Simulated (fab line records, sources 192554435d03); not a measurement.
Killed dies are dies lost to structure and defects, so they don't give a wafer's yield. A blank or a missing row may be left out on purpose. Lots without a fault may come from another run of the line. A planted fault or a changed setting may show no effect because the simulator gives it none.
Which tool did it? | flow n5_finfet | 10 lots, 24 wafers sampled, at 1 step of a route of 1938

WHAT THE GAUGES READ, wafer by wafer
N5_BEOL_M4_RC_MEAS_101. Usual: DIBL_N 36.0 mV/V, standard deviation 2; DIBL_P 35.9 mV/V, standard deviation 2.5; IOFF_N 0.16 nA/um, standard deviation 0.038; IOFF_P 0.21 nA/um, standard deviation 0.04; ION_N 675 uA/um, standard deviation 14; ION_P 462 uA/um, standard deviation 9.4; SS_N 71.5 mV/dec, standard deviation 0.75; SS_P 73.2 mV/dec, standard deviation 0.74; VT_N 250 mV, standard deviation 3.9; VT_P -251 mV, standard deviation 3.2.
lot  | measured     | on        | DIBL_N (mV/V)  | DIBL_P (mV/V)  | IOFF_N (nA/um) | IOFF_P (nA/um) | ION_N (uA/um) | ION_P (uA/um) | SS_N (mV/dec)  | SS_P (mV/dec)  | VT_N (mV)   | VT_P (mV)      | flag
L615 | day 7 20:10  | prober-01 | 35.2 36.8      | 35.1 35.2      | 0.17 0.21      | 0.22 0.22      | 691 694       | 472 466       | 70.9 71.7      | 73.1 73.5      | 244 242     | -245 -246      |
L616 | day 8 10:36  | prober-01 | 40.0 32.6      | 37.8 30.3      | 0.23 0.12      | 0.28 0.18      | 690 679       | 468 474       | 72.1 69.8      | 74.2 72.2      | 242 249     | -246 -251      |
L617 | day 8 14:39  | prober-01 | 36.7 37.8 34.0 | 37.6 38.4 33.3 | 0.18 0.21 0.13 | 0.24 0.24 0.16 | 670 678 667   | 463 455 459   | 72.8 73.3 72.2 | 73.0 74.1 73.1 | 249 250 257 | -249 -249 -254 |
L625 | day 11 09:28 | prober-02 | 33.3 36.6      | 33.2 37.3      | 0.11 0.16      | 0.15 0.19      | 661 656       | 450 446       | 71.0 72.3      | 72.3 74.1      | 254 253     | -255 -255      |
L630 | day 12 08:11 | prober-01 | 38.6 34.9 39.8 | 39.1 34.7 40.8 | 0.21 0.13 0.25 | 0.25 0.18 0.29 | 687 658 683   | 462 448 465   | 72.5 72.0 72.4 | 74.8 73.1 74.8 | 246 254 242 | -249 -253 -246 |
L632 | day 12 08:45 | prober-02 | 33.8 41.3 34.4 | 34.0 42.8 34.7 | 0.11 0.28 0.13 | 0.18 0.35 0.19 | 664 705 673   | 460 482 464   | 70.7 72.3 70.6 | 72.6 74.6 72.5 | 254 240 252 | -251 -243 -252 |
L634 | day 12 12:43 | prober-01 | 36.8 31.9 35.9 | 37.8 32.6 36.6 | 0.16 0.09 0.15 | 0.21 0.15 0.20 | 685 660 676   | 465 463 468   | 71.4 70.5 71.2 | 73.6 71.4 72.9 | 250 258 251 | -248 -256 -251 |
L635 | day 13 08:21 | prober-01 | 36.6 37.0      | 36.4 37.0      | 0.14 0.16      | 0.22 0.24      | 661 672       | 458 466       | 71.7 71.4      | 73.2 73.7      | 253 249     | -250 -249      |
L636 | day 13 13:23 | prober-01 | 34.7 33.0      | 35.0 31.9      | 0.12 0.11      | 0.17 0.15      | 664 663       | 460 464       | 71.2 70.9      | 72.7 71.9      | 254 258     | -253 -256      |
L637 | day 13 23:28 | prober-01 | 38.3 39.1      | 37.2 37.9      | 0.19 0.21      | 0.21 0.22      | 689 679       | 465 454       | 72.3 73.5      | 74.2 73.3      | 249 246     | -253 -250      |

WHICH TOOL RAN EACH LOT (tool, then ch and the chambers of the sampled wafers, then the start)
The record holds no process step before these readings.

WHAT THE TOOLS THEMSELVES READ (means of the sampled wafers that have a number; where no wafer has one, the mark that the record gives instead)
The record holds no such reading with a usual standard deviation.

THE ANSWER, worked out from the rows above alone
Rule: a lot is off if the mean of its wafers that have a number lies more than 3 standard deviations from the usual mean. A lot without any number at a reading at which 4 lots or more have one is off too. The other lots that the step has rows for count as sound. The gauges are gone through in route order, then the tools' own readings, and for those a lot's mean is taken as printed above. The first step at which some lot is off is used, and at that step the reading that is off furthest; a lot without a number counts as furthest.
No lot is off at any reading shown: from this, nothing can be told.

WHAT THE SIMULATOR HAD PUT IN
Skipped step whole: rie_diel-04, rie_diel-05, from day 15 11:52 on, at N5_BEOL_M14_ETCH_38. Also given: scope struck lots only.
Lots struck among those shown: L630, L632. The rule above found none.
